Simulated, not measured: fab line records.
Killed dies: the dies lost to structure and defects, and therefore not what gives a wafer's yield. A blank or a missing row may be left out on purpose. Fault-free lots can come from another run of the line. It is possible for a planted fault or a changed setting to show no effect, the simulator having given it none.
fab line records | flow nandHarc
[record] lots = 6 wafers = 18 lastDay = 31
route steps=1302 shown P_ZERO_WELL@8 END@1302
lots that met no fault: from a run of the same line without faults
startH: hours from the record's first day to the start of the lot's first wafer shown | waitH: how many hours have passed since the lot's step before this one | " identical to the entry in the row above | L1.1+2: several wafers, shown together as one row | - no value, or no start given | * or withheld: withheld | < > ~ a bound
route shown NAME@n: names a module that has steps shown in the file, with the first one's number in the route | usual: average and standard deviation across the fault-free wafers | same: alike in all rows | chamber/n: place in a boat | sites: per-site readings | _std_site: the standard deviation of these | _edge_site: the outer-site mean with the inner-site mean subtracted | radiusMm: for every site, how far away it sits from the centre of the wafer | mask NAME#n: copy n | behind: tool/chamber where the wafer was last shaped | hold: why the lot went on hold/how many hours it stayed there/how the hold came to an end | device: whichever transistor did not switch (one of n, p or np) | end of line: the tests these same wafers got at the end of their route | a step with no rows: only its recipe | killed: the dies lost at the first sort to structure and to defects; this is not the yield of the wafer | map: dies across one wafer; x = killed, . = not, _ = none there
set.NAME: the setting the step ran with; set.NAME@STEP: the setting that earlier step ran with | model.NAME: the simulator's own value behind a step, which no gauge read
a table for each step, a row for each wafer; lots at some steps of the route
services: when a tool's chamber went out of use (startH, in hours from the record's first day, below 0 if earlier), for how many hours, and the reason
[[steps]]
[step NHARC_P_ZERO_WELL_COAT_05]
[recipe] spinRpm = 2000 resistThkNm = 600
[step NHARC_P_ZERO_WELL_SOFTBAKE_06]
[recipe] tempC = 125 timeS = 70
[step NHARC_P_ZERO_WELL_EBR_07]
[step NHARC_P_ZERO_WELL_EXPOSE_08]
[recipe] na = 0.55 targetCdNm = 500 doseMj = 33.8 maskId = P_ZERO
[step NHARC_P_ZERO_WELL_PEB_09]
[recipe] pebTempC = 128 pebTimeS = 80
[step NHARC_P_ZERO_WELL_DEVELOP_10]
[recipe] timeS = 50 devTempC = 22
[step NHARC_P_ZERO_WELL_CD_MEAS_11]
[recipe] targetCdNm = 500 landingEnergyEv = 500
[usual] cdNm = 499.3/1.4
[same] landingEnergyEv = 500
// columns lot.wafer tool chamber startH waitH cdNm
L554.1 cdSem-01 0 41.11 - 498.1
L554.5 " 0 " " 498.3
L554.6 " 0 " " 500.1
L555.1 cdSem-03 0 51.24 - 497.4
L555.2 " 0 " " 500.4
L555.3 " 0 " " 500.4
L561.1 cdSem-02 0 111.13 - 496.7
L561.3 " 0 " " 499.5
L561.6 " 0 " " 500.1
L564.1 cdSem-02 0 141.24 - 499.9
L564.2 " 0 " " 498.1
L564.5 " 0 " " 499.4
L566.1 cdSem-01 0 161.25 - 499.0
L566.2 " 0 " " 500.1
L566.5 " 0 " " 496.6
L567.3 cdSem-03 0 171.25 - 499.8
L567.4 " 0 " " 498.5
L567.5 " 0 " " 500.3
[step NHARC_P_ZERO_WELL_HARDBAKE_12]
[recipe] tempC = 118 timeS = 65
[step NHARC_P_ZERO_WELL_DESCUM_13]
[recipe] timeS = 3 o2FlowSccm = 200 arFlowSccm = 0 biasPowerW = 0 chemistry = O2
[usual] drypumpMotorCurrentA = 5.8/0.45 oesProductAu = 0.998/0.009 rfVppV = 57.6/0.9 showerheadPlenumPTorr = 1.88/0.098 throttleValvePct = 11.311/0.0097
// columns lot.wafer tool chamber startH waitH drypumpMotorCurrentA oesProductAu rfHoursCounterH rfVppV showerheadPlenumPTorr throttleValvePct
L554.1 rieDiel-01 2 41.33 - 5.8 1.000 2 58.8 2.06 11.300
L554.5 " 0 " " 5.4 0.993 - 56.5 1.78 11.306
L554.6 " 1 " " 5.6 0.990 - 58.7 1.82 11.295
L555.3 rieDiel-13 0 51.41 - 5.5 1.004 19 56.7 1.79 11.297
L555.2 " 1 " " 5.6 1.000 17 59.4 1.88 11.321
L555.1 " 2 " " 6.2 0.995 19 57.9 2.01 11.311
L561.3 rieDiel-01 1 111.30 - 5.6 0.982 21 57.1 1.81 11.322
L561.1 " 2 " " 5.8 0.990 21 57.3 2.05 11.327
L561.6 " 0 " " 5.3 0.993 - 56.2 1.78 11.311
L564.2 rieDiel-01 1 141.40 - 5.6 0.999 29 55.4 1.81 11.300
L564.1 " 2 " " 5.8 0.994 30 60.0 2.05 11.300
L564.5 " 1 " " 5.6 0.986 - 57.8 1.81 11.321
L566.1 rieDiel-13 0 161.40 - 5.4 1.004 58 58.1 1.78 11.293
L566.2 " 2 " " 6.3 1.004 59 58.9 2.00 11.314
L566.5 " 0 " " 5.4 1.008 - 56.0 1.78 11.320
L567.3 rieDiel-01 1 171.41 - 5.6 0.972 39 57.6 1.80 11.299
L567.4 " 2 " " 5.7 0.993 41 58.4 2.05 11.306
L567.5 " 1 " " 5.6 0.995 - 56.8 1.80 11.307
[step NHARC_P_ZERO_WELL_ETCH_65]
[recipe] targetDepthA = 800 overetchA = 240 timeS = 87.88 ionEnergyEv = 200 n2FlowSccm = 150 h2FlowSccm = 150 arFlowSccm = 0 rfW = 400 biasW = 150 chemistry = N2/H2
[usual] drypumpMotorCurrentA = 5.8/0.45 oesProductAu = 1.000/0.0091 rfFwdPowerW = 396.8/1.4 rfVppV = 429/3.2 showerheadPlenumPTorr = 2.00/0.11 throttleValvePct = 14.170/0.0092
// columns lot.wafer tool chamber startH waitH drypumpMotorCurrentA oesProductAu rfFwdPowerW rfHoursCounterH rfVppV showerheadPlenumPTorr throttleValvePct
L554.1 rieDiel-01 3 44.19 2.8 6.5 1.000 397.8 6 429 1.99 14.163
L554.5 " 2 " " 5.7 0.994 396.6 - 435 2.20 14.178
L554.6 " 3 " " 6.6 0.995 394.6 - 429 1.99 14.167
L555.2 rieDiel-13 0 51.49 0.1 5.4 1.000 395.4 19 427 1.91 14.179
L555.1 " 1 " " 5.6 1.001 397.4 17 429 2.01 14.163
L555.3 " 3 " " 6.3 1.009 396.0 21 434 2.16 14.186
L561.1 rieDiel-01 2 111.42 0.1 5.8 1.006 397.3 21 435 2.19 14.188
L561.3 " 3 " " 6.5 1.003 397.0 20 429 1.99 14.161
L561.6 " 2 " " 5.8 0.997 397.7 - 435 2.19 14.170
L564.1 rieDiel-01 0 141.49 0.1 5.4 1.016 393.5 25 426 1.89 14.167
L564.2 " 1 " " 5.6 0.996 395.5 29 428 1.92 14.164
L564.5 " 0 " " 5.4 1.005 394.8 - 428 1.89 14.162
L566.2 rieDiel-13 0 161.50 0.1 5.4 1.005 398.5 58 427 1.89 14.168
L566.1 " 1 " " 5.6 0.994 398.5 56 430 1.99 14.164
L566.5 " 2 " " 6.3 1.004 396.9 - 434 2.13 14.156
L567.4 rieDiel-01 2 171.49 0.1 5.7 0.989 397.6 41 435 2.19 14.174
L567.3 " 3 " " 6.6 0.999 396.7 37 430 1.98 14.166
L567.5 " 3 " " 6.6 0.994 396.3 - 428 1.98 14.182
[step NHARC_P_ZERO_WELL_ETCH_62]
[recipe] targetDepthA = 130 timeS = 6.5 chf3FlowSccm = 50 arFlowSccm = 200 rfW = 500 biasW = 200 chemistry = CHF3/Ar
[usual] drypumpMotorCurrentA = 5.8/0.45 oesProductAu = 0.959/0.016 rfFwdPowerW = 488.2/1.8 rfVppV = 369.8/2.6 showerheadPlenumPTorr = 2.30/0.11 throttleValvePct = 20.218/0.0095
// columns lot.wafer tool chamber startH waitH drypumpMotorCurrentA oesProductAu rfFwdPowerW rfHoursCounterH rfVppV showerheadPlenumPTorr throttleValvePct
L554.1 rieDiel-01 2 - - 5.8 0.927 489.3 6 374.3 2.51 20.212
L554.6 " 3 " " 6.5 0.942 489.2 - 369.2 2.29 20.214
L554.5 " 0 " " 5.4 0.940 489.8 - 366.2 2.19 20.225
L555.3 rieDiel-13 2 - - 6.2 0.987 488.9 19 373.1 2.46 20.226
L555.2 " 3 " " 6.2 0.972 486.1 21 373.6 2.47 20.207
L555.1 " 0 " " 5.4 0.971 488.3 19 367.9 2.20 20.217
L561.3 rieDiel-01 1 - - 5.7 0.945 488.9 21 368.4 2.22 20.202
L561.1 " 2 " " 5.8 0.953 485.9 21 376.1 2.51 20.200
L561.6 " 0 " " 5.4 0.945 490.9 - 367.2 2.18 20.204
L564.1 rieDiel-01 2 - - 5.7 0.984 490.9 30 374.5 2.50 20.226
L564.2 " 3 " " 6.6 0.989 488.5 29 369.0 2.29 20.217
L564.5 " 1 " " 5.6 0.975 486.9 - 367.4 2.22 20.215
L566.1 rieDiel-13 2 - - 6.2 0.958 486.8 59 372.8 2.44 20.219
L566.2 " 0 " " 5.4 0.960 487.4 58 366.9 2.19 20.208
L566.5 " 1 " " 5.6 0.964 489.5 - 370.6 2.29 20.213
L567.4 rieDiel-01 1 - - 5.6 0.946 487.6 39 367.3 2.22 20.204
L567.3 " 2 " " 5.8 0.956 486.7 41 374.8 2.50 20.222
L567.5 " 1 " " 5.6 0.956 486.6 - 367.6 2.22 20.218
[step NHARC_P_ZERO_WELL_ETCH_63]
[recipe] targetDepthA = 1200 timeS = 40.1 hbrFlowSccm = 150 cl2FlowSccm = 50 rfW = 400 icpW = 400 biasW = 100 chemistry = HBr/Cl2
[usual] drypumpMotorCurrentA = 5.7/0.41 hbrFlowSccm = 150.0/0.46 oesProductAu = 1.002/0.0073 rfFwdPowerW = 394.2/2.1 throttleValvePct = 26.408/0.0094
// columns lot.wafer tool chamber startH waitH drypumpMotorCurrentA hbrFlowSccm oesProductAu rfFwdPowerW rfHoursCounterH throttleValvePct
L554.1 rieSi-04 2 44.40 - 5.1 149.8 1.002 396.7 0.3 26.407
L554.5 " 3 " " 5.5 150.7 1.005 393.3 - 26.402
L554.6 " 0 " " 6.2 148.5 1.003 396.3 - 26.402
L555.1 rieSi-02 3 51.66 - 5.7 150.5 0.987 395.2 0.8 26.411
L555.2 " 0 " " 5.8 149.9 0.989 392.5 0.9 26.416
L555.3 " 1 " " 5.4 149.4 1.007 394.3 0.9 26.402
L561.3 rieSi-02 1 111.61 - 5.4 150.1 0.998 390.2 0.0 26.409
L561.1 " 0 " " 5.8 150.6 0.996 393.9 0.0 26.407
L561.6 " 1 " " 5.4 150.1 1.001 390.1 - 26.406
L564.2 rieSi-03 1 141.68 - 5.7 150.7 1.009 391.2 0.7 26.404
L564.1 " 2 " " 5.2 149.5 1.003 395.9 0.6 26.415
L564.5 " 3 " " 5.3 149.8 1.001 394.0 - 26.402
L566.1 rieSi-04 0 161.71 - 6.3 149.2 0.993 395.3 1.1 26.414
L566.2 " 2 " " 5.1 150.2 0.997 396.0 0.9 26.418
L566.5 " 3 " " 5.5 150.8 1.000 396.3 - 26.391
L567.4 rieSi-03 1 171.68 - 5.7 149.4 1.002 391.4 0.9 26.402
L567.3 " 2 " " 5.2 150.2 1.002 395.2 0.8 26.422
L567.5 " 1 " " 5.7 149.8 1.001 392.7 - 26.389
[step NHARC_P_ZERO_WELL_STRIP_15]
[recipe] timeS = 900 tempC = 130 chemistry = SPM
[usual] bathGuardTempC = 130.0/0.75 bathHeatDutyPct = 15.0/1.5
// columns lot.wafer tool chamber startH waitH bathGuardTempC bathHeatDutyPct
L554.1 wetBench-02 4 44.52 - 129.4 14.5
L554.6 " 6 " " 130.3 16.5
L554.5 " 0 " " 129.4 13.7
L555.1 wetBench-03 1 51.84 - 130.0 14.8
L555.3 " 2 " " 130.9 16.9
L555.2 " 3 " " 130.4 13.0
L561.3 wetBench-02 5 111.78 - 130.7 14.4
L561.6 " 7 " " 129.8 15.9
L561.1 " 1 " " 129.4 13.0
L564.2 wetBench-03 1 141.80 - 129.7 15.1
L564.5 " 4 " " 130.0 17.1
L564.1 " 6 " " 130.0 10.9
L566.2 wetBench-02 0 161.86 - - -
L566.5 " 1 " " - -
L566.1 " 2 " " - -
L567.4 wetBench-03 6 171.82 - - -
L567.5 " 2 " " - -
L567.3 " 3 " " - -
[step NHARC_P_ZERO_WELL_DEHYDRATE_16]
[recipe] tempC = 150 timeS = 120
[step NHARC_END_SORT_01]
[recipe] tempC = 25
[usual] killedAtArray = 58/20 killedAtOther = 0.9/1.4 killedAtPeriphery = 4/3.1 killedDies = 63/20 killedOpen = 3.3/1.8 killedShort = 2.4/1.5
[same] grossDies = 677
// columns lot.wafer tool chamber startH waitH killedAtArray killedAtOther killedAtPeriphery killedDies killedOpen killedShort
L555.1 prober-01 0 601.05 2.5 106 0 5 111 3 1
L555.2 prober-01 0 601.86 2.8 73 1 4 78 3 3
L555.3 prober-01 0 602.66 3.1 80 1 6 87 3 1
L554.1 prober-02 0 603.46 2.5 49 1 1 51 3 1
L554.5 prober-02 0 606.67 3.7 54 0 5 59 2 6
L554.6 prober-02 0 607.47 4.0 60 0 0 60 4 3
L561.1 prober-01 0 647.21 2.5 56 1 10 67 2 2
L561.3 prober-01 0 648.80 3.1 88 0 7 95 4 3
L561.6 prober-01 0 651.20 4.0 57 0 12 69 7 1
L564.1 prober-02 0 687.72 2.5 54 0 3 57 3 0
L564.2 prober-02 0 688.52 2.8 64 0 9 73 3 3
L564.5 prober-02 0 690.91 3.7 53 0 6 59 3 3
L567.3 prober-02 0 724.28 3.1 68 2 607 677 5 1
L567.4 prober-02 0 725.08 3.4 80 1 596 677 5 3
L567.5 prober-02 0 725.89 3.7 62 0 615 677 2 0
L566.1 prober-01 0 730.37 2.6 60 1 616 677 4 2
L566.2 prober-01 0 731.19 2.9 60 0 617 677 3 2
L566.5 prober-01 0 733.62 3.8 55 1 621 677 4 3
// killed by level:class
L555.1 A_CHANNEL_HOLE_D1:chamberFilmFlake=29 A_CHANNEL_HOLE_D2:chamberFilmFlake=28 A_SLIT:chamberFilmFlake=23 A_CONTACT:chamberFilmFlake=12 A_BONDPAD:chamberFilmFlake=3 P_GATE:chamberFilmFlake=2 P_M1:chamberFilmFlake=2 A_CHANNEL_FILL_D1:chamberFilmFlake=2
L555.2 A_CHANNEL_HOLE_D2:chamberFilmFlake=22 A_CHANNEL_HOLE_D1:chamberFilmFlake=20 A_SLIT:chamberFilmFlake=11 A_CONTACT:chamberFilmFlake=5 A_WL_FILL:chamberFilmFlake=4 P_M1:chamberFilmFlake=3 A_WL_FILL:geometricParticle:short=2 P_GATE:geometricParticle:open=1
L555.3 A_CHANNEL_HOLE_D2:chamberFilmFlake=28 A_CHANNEL_HOLE_D1:chamberFilmFlake=23 A_SLIT:chamberFilmFlake=12 A_CONTACT:chamberFilmFlake=8 P_GATE:chamberFilmFlake=5 A_CHANNEL_FILL_D1:chamberFilmFlake=3 A_CHANNEL_FILL_D1:geometricParticle:open=1 A_CHANNEL_HOLE_D2:geometricParticle:short=1
L554.1 A_CHANNEL_HOLE_D1:chamberFilmFlake=26 A_CHANNEL_HOLE_D2:chamberFilmFlake=8 A_STAIRCASE:chamberFilmFlake=4 A_SLIT:chamberFilmFlake=3 A_CONTACT:chamberFilmFlake=3 A_ONON_D1:geometricParticle:open=1 A_STAIRCASE:geometricParticle:short=1 A_SGD_CUT:geometricParticle:open=1
L554.5 A_CHANNEL_HOLE_D1:chamberFilmFlake=27 A_CHANNEL_HOLE_D2:chamberFilmFlake=8 A_CONTACT:chamberFilmFlake=5 A_SLIT:chamberFilmFlake=3 P_GATE:chamberFilmFlake=3 A_WL_FILL:geometricParticle:short=2 A_CHANNEL_FILL_D2:chamberFilmFlake=2 A_STAIRCASE:chamberFilmFlake=2
L554.6 A_CHANNEL_HOLE_D1:chamberFilmFlake=37 A_CONTACT:chamberFilmFlake=6 A_STAIRCASE:chamberFilmFlake=5 A_CHANNEL_HOLE_D2:chamberFilmFlake=3 A_ONON_D1:geometricParticle:short=1 A_CHANNEL_HOLE_D2:geometricParticle:short=1 A_CHANNEL_FILL_D2:geometricParticle:open=1 A_CONTACT:geometricParticle:open=1
L561.1 A_CHANNEL_HOLE_D1:chamberFilmFlake=21 A_SLIT:chamberFilmFlake=17 A_CHANNEL_HOLE_D2:chamberFilmFlake=14 P_CONTACT:chamberFilmFlake=4 P_M1:chamberFilmFlake=3 P_STI:chamberFilmFlake=2 P_STI:geometricParticle:open=1 A_M1:chamberFilmFlake=1
L561.3 A_SLIT:chamberFilmFlake=33 A_CHANNEL_HOLE_D1:chamberFilmFlake=26 A_CHANNEL_HOLE_D2:chamberFilmFlake=13 P_CONTACT:chamberFilmFlake=3 A_CONTACT:chamberFilmFlake=3 A_M1:chamberFilmFlake=3 P_M1:chamberFilmFlake=2 A_CHANNEL_FILL_D2:chamberFilmFlake=2
L561.6 A_CHANNEL_HOLE_D1:chamberFilmFlake=29 A_SLIT:chamberFilmFlake=15 P_CONTACT:chamberFilmFlake=6 A_CHANNEL_HOLE_D2:chamberFilmFlake=3 P_STI:chamberFilmFlake=2 A_M1:chamberFilmFlake=2 P_GATE:geometricParticle:open=1 P_CONTACT:geometricParticle:open=1
L564.1 A_CHANNEL_HOLE_D1:chamberFilmFlake=28 A_CHANNEL_HOLE_D2:chamberFilmFlake=15 A_STAIRCASE:chamberFilmFlake=3 A_WL_FILL:chamberFilmFlake=3 P_BONDPAD:chamberFilmFlake=2 P_M0:geometricParticle:open=1 A_ONON_D1:geometricParticle:open=1 A_M1:geometricParticle:open=1
L564.2 A_CHANNEL_HOLE_D1:chamberFilmFlake=36 A_CHANNEL_HOLE_D2:chamberFilmFlake=20 P_BONDPAD:chamberFilmFlake=8 A_CHANNEL_HOLE_D2:geometricParticle:open=2 P_CONTACT:geometricParticle:short=1 A_ONON_D1:geometricParticle:open=1 A_CHANNEL_FILL_D1:geometricParticle:short=1 A_SGD_CUT:geometricParticle:short=1
L564.5 A_CHANNEL_HOLE_D1:chamberFilmFlake=32 A_CHANNEL_HOLE_D2:chamberFilmFlake=12 P_BONDPAD:chamberFilmFlake=4 A_ONON_D2:geometricParticle:short=2 P_CONTACT:geometricParticle:open=1 A_SOURCE_PLATE:geometricParticle:open=1 A_ONON_D1:geometricParticle:open=1 A_WL_FILL:geometricParticle:short=1
L567.3 P_ZERO_WELL:areaStrip=603 A_CHANNEL_HOLE_D1:chamberFilmFlake=39 A_CHANNEL_HOLE_D2:chamberFilmFlake=10 A_CONTACT:chamberFilmFlake=5 A_SLIT:chamberFilmFlake=4 P_ZERO_WELL:chamberFilmFlake=3 A_M1:geometricParticle:open=2 THIN_TSV:chamberFilmFlake=2
L567.4 P_ZERO_WELL:areaStrip=588 A_CHANNEL_HOLE_D1:chamberFilmFlake=34 A_CHANNEL_HOLE_D2:chamberFilmFlake=23 P_ZERO_WELL:chamberFilmFlake=5 A_DECK1_JOINT:chamberFilmFlake=4 A_CHANNEL_FILL_D2:chamberFilmFlake=4 A_SLIT:chamberFilmFlake=3 P_GATE:chamberFilmFlake=2
L567.5 P_ZERO_WELL:areaStrip=610 A_CHANNEL_HOLE_D1:chamberFilmFlake=31 A_CHANNEL_HOLE_D2:chamberFilmFlake=12 A_CONTACT:chamberFilmFlake=7 A_SLIT:chamberFilmFlake=5 A_STAIRCASE:chamberFilmFlake=3 P_ZERO_WELL:chamberFilmFlake=2 P_GATE:chamberFilmFlake=2
L566.1 P_ZERO_WELL:areaStrip=612 A_SLIT:chamberFilmFlake=34 A_CHANNEL_HOLE_D1:chamberFilmFlake=10 A_STAIRCASE:chamberFilmFlake=5 A_CONTACT:chamberFilmFlake=5 P_M1:geometricParticle:open=2 A_CHANNEL_HOLE_D2:chamberFilmFlake=2 P_GATE:geometricParticle:open=1
L566.2 P_ZERO_WELL:areaStrip=613 A_SLIT:chamberFilmFlake=23 A_CHANNEL_HOLE_D1:chamberFilmFlake=18 A_CONTACT:chamberFilmFlake=8 A_STAIRCASE:chamberFilmFlake=4 P_GATE:geometricParticle:open=1 P_CONTACT:geometricParticle:open=1 A_ONON_D2:geometricParticle:short=1
L566.5 P_ZERO_WELL:areaStrip=617 A_SLIT:chamberFilmFlake=23 A_CHANNEL_HOLE_D1:chamberFilmFlake=11 A_CONTACT:chamberFilmFlake=8 A_DECK1_JOINT:chamberFilmFlake=3 P_CONTACT:geometricParticle:open=2 A_WL_FILL:geometricParticle:short=2 A_CHANNEL_HOLE_D2:chamberFilmFlake=2
// map L566.1 (x killed, . not)
____________x____________
_________xxxxxxx_________
_______xxxxxxxxxxx_______
______xxxxxxxxxxxxx______
_____xxxxxxxxxxxxxxx_____
____xxxxxxxxxxxxxxxxx____
____xxxxxxxxxxxxxxxxx____
___xxxxxxxxxxxxxxxxxxx___
___xxxxxxxxxxxxxxxxxxx___
__xxxxxxxxxxxxxxxxxxxxx__
__xxxxxxxxxxxxxxxxxxxxx__
_xxxxxxxxxxxxxxxxxxxxxxx_
_xxxxxxxxxxxxxxxxxxxxxxx_
_xxxxxxxxxxxxxxxxxxxxxxx_
_xxxxxxxxxxxxxxxxxxxxxxx_
_xxxxxxxxxxxxxxxxxxxxxxx_
xxxxxxxxxxxxxxxxxxxxxxxxx
xxxxxxxxxxxxxxxxxxxxxxxxx
xxxxxxxxxxxxxxxxxxxxxxxxx
xxxxxxxxxxxxxxxxxxxxxxxxx
xxxxxxxxxxxxxxxxxxxxxxxxx
_xxxxxxxxxxxxxxxxxxxxxxx_
_xxxxxxxxxxxxxxxxxxxxxxx_
_xxxxxxxxxxxxxxxxxxxxxxx_
_xxxxxxxxxxxxxxxxxxxxxxx_
_xxxxxxxxxxxxxxxxxxxxxxx_
__xxxxxxxxxxxxxxxxxxxxx__
__xxxxxxxxxxxxxxxxxxxxx__
___xxxxxxxxxxxxxxxxxxx___
___xxxxxxxxxxxxxxxxxxx___
____xxxxxxxxxxxxxxxxx____
____xxxxxxxxxxxxxxxxx____
_____xxxxxxxxxxxxxxx_____
______xxxxxxxxxxxxx______
_______xxxxxxxxxxx_______
_________xxxxxxx_________
____________x____________
// map L567.3 (x killed, . not)
____________x____________
_________xxxxxxx_________
_______xxxxxxxxxxx_______
______xxxxxxxxxxxxx______
_____xxxxxxxxxxxxxxx_____
____xxxxxxxxxxxxxxxxx____
____xxxxxxxxxxxxxxxxx____
___xxxxxxxxxxxxxxxxxxx___
___xxxxxxxxxxxxxxxxxxx___
__xxxxxxxxxxxxxxxxxxxxx__
__xxxxxxxxxxxxxxxxxxxxx__
_xxxxxxxxxxxxxxxxxxxxxxx_
_xxxxxxxxxxxxxxxxxxxxxxx_
_xxxxxxxxxxxxxxxxxxxxxxx_
_xxxxxxxxxxxxxxxxxxxxxxx_
_xxxxxxxxxxxxxxxxxxxxxxx_
xxxxxxxxxxxxxxxxxxxxxxxxx
xxxxxxxxxxxxxxxxxxxxxxxxx
xxxxxxxxxxxxxxxxxxxxxxxxx
xxxxxxxxxxxxxxxxxxxxxxxxx
xxxxxxxxxxxxxxxxxxxxxxxxx
_xxxxxxxxxxxxxxxxxxxxxxx_
_xxxxxxxxxxxxxxxxxxxxxxx_
_xxxxxxxxxxxxxxxxxxxxxxx_
_xxxxxxxxxxxxxxxxxxxxxxx_
_xxxxxxxxxxxxxxxxxxxxxxx_
__xxxxxxxxxxxxxxxxxxxxx__
__xxxxxxxxxxxxxxxxxxxxx__
___xxxxxxxxxxxxxxxxxxx___
___xxxxxxxxxxxxxxxxxxx___
____xxxxxxxxxxxxxxxxx____
____xxxxxxxxxxxxxxxxx____
_____xxxxxxxxxxxxxxx_____
______xxxxxxxxxxxxx______
_______xxxxxxxxxxx_______
_________xxxxxxx_________
____________x____________
[[services]]
// columns tool chamber startH hours kind
rieDiel-01 - 26.97 9.0 pm
rieDiel-01 0 26.97 12.5 ventCycle
rieDiel-01 1 26.97 9.0 ventCycle
rieDiel-01 2 26.97 9.0 ventCycle
rieDiel-01 3 26.97 9.0 ventCycle
wetBench-03 - 34.40 8.0 pm
rieDiel-01 1 35.97 - clean
rieDiel-01 2 35.97 - clean
rieDiel-01 3 35.97 - clean
rieSi-03 3 38.24 37.6 repair
rieSi-03 - 44.00 9.0 pm
rieDiel-01 0 60.47 - clean
rieDiel-01 1 60.47 - clean
rieSi-04 1 66.15 3.9 repair
wetBench-02 - 68.00 8.0 pm
rieDiel-01 2 75.29 8.4 repair
rieSi-02 2 81.74 3.1 repair
rieSi-02 - 100.00 9.0 pm
rieDiel-13 0 107.70 4.5 repair
rieSi-02 3 111.59 6.6 repair
rieDiel-01 2 156.75 1.6 repair
rieDiel-13 3 157.43 4.2 repair
rieDiel-13 - 165.00 9.0 pm
rieSi-04 - 165.00 9.0 pm
[[key]]
[firstSign] step = NHARC_P_ZERO_WELL_STRIP_15 reading = toolRecord direction = missing
[effect] step = NHARC_END_SORT_01 reading = killedAtPeriphery direction = up sigmas = 99+ usual = 4 struck = 612
[moreKillsBornAt] NHARC_P_ZERO_WELL_STRIP_15@wetBench-02 = 1842 NHARC_P_ZERO_WELL_STRIP_15@wetBench-03 = 1801
metAt NHARC_P_ZERO_WELL_STRIP_15
struckWafers L566.1,L566.2,L566.5,L567.3,L567.4,L567.5
laterRowsLeftOut L566.1,L566.2,L566.5,L567.3,L567.4,L567.5
testerLeftOut L566,L567
onsetBetween 141.80 161.86
[fault] kind = skippedStepWhole tool = wetBench-02,wetBench-03 chamber = - onsetH = 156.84 steps = NHARC_P_ZERO_WELL_STRIP_15 scope = struckLotsOnly
// testerLeftOut: of these lots the tester's yield and bins aren't shown, on N5 and GAA mostly nor the transistor test; their killed dies are dies lost to structure and defects alone, not to doping, threshold or leakage, so they don't give the yield
// laterRowsLeftOut: the simulator's readings of these wafers behind a module that went badly wrong aren't trusted and aren't shown, but for the sort
